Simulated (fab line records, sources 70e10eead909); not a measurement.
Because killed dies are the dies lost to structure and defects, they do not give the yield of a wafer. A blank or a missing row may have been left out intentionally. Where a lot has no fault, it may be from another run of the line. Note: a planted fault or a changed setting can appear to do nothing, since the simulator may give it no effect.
Matching of chambers | flow nand harc | ald metal-03 running NHARC_A_WL_FILL_ALD_19: 4 sister chambers
The step deposits TiN, target thk 2 nm, pulse time 3 s, ald cycles 100. 4 wafers are shown with their chamber, then 7 later ones without.

WAFERS WITH THEIR CHAMBER
wafer  | chamber | heater power w (W)
L630.2 | 3       | 1235
L632.4 | 2       | 1136
L637.1 | 0       | 1096
L637.4 | 1       | 1007

WAFERS WITH NO CHAMBER GIVEN
wafer  | heater power w (W)
L637.5 | 1104
L639.2 | 1258
L639.4 | 1258
L639.5 | 1088
L641.2 | 1106
L641.3 | 1069
L641.6 | 1094

EACH ONE'S CHAMBER
wafer  | from the rows above     | in truth
L637.5 | can't be placed: 0 or 2 | 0
L639.2 | 3                       | 3
L639.4 | 3                       | 3
L639.5 | 0                       | 0
L641.2 | can't be placed: 0 or 2 | 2
L641.3 | 0                       | 0
L641.6 | 0                       | 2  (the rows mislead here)
Correct placement for 4 of the 7. Cannot be placed on the basis of these rows: 2; the candidates contain the true chamber in 2. Number placed wrongly: 1.
How it was worked out, from the rows above alone: a wafer's distance from a chamber is the root of the sum, over the readings, of the square of ((its reading less the chamber's mean) divided by the reading's scatter). The wafer belongs to the nearest chamber; if the next one is less than 2 further off, it can't be placed. A chamber's mean is the mean of its shown wafers. The scatter: root of mean squared gap, hidden wafer to nearest shown wafer, with one shown wafer a chamber.
